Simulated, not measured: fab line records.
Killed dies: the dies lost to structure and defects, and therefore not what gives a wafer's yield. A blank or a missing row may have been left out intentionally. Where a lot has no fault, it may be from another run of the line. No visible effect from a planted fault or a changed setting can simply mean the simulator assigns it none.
Matching of chambers ; flow nand-harc ; NHARC_A_SLIT_DEP_23 on pecvd-01: 3 sister chambers
The step deposits SiON, target thk 100 nm. 3 wafers are shown with their chamber, then 10 later ones without.

== EACH WAFER AND ITS CHAMBER ==
wafer;chamber;heater-power-w (W)
L083.5;2;632
L086.1;1;683
L086.4;0;920

== WAFERS WHOSE CHAMBER IS MISSING ==
wafer;heater-power-w (W)
L086.6;625
L089.1;902
L089.2;633
L089.5;580
L096.2;680
L096.4;684
L096.5;887
L095.1;651
L095.3;623
L095.6;617

== EACH ONE'S CHAMBER ==
wafer;from the rows above;in truth
L086.6;2;2
L089.1;0;0
L089.2;2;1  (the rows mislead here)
L089.5;2;2
L096.2;1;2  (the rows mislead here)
L096.4;1;1
L096.5;0;0
L095.1;can't be placed: 2 or 1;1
L095.3;2;2
L095.6;2;2
Correctly placed: 7 of 10. Unplaceable from these rows: 1, with the true chamber sitting among the candidates in 1. Number placed wrongly: 2.
How it was worked out, from the rows above alone: a wafer's distance from a chamber is the root of the sum, over the readings, of the square of ((its reading less the chamber's mean) divided by the reading's scatter). The wafer belongs to the nearest chamber; if the next one is less than 2 further off, it can't be placed. A chamber's mean is the mean of its shown wafers. The scatter: with one shown wafer a chamber, the root of the mean of the squares of how far each hidden wafer lies from its nearest shown one.
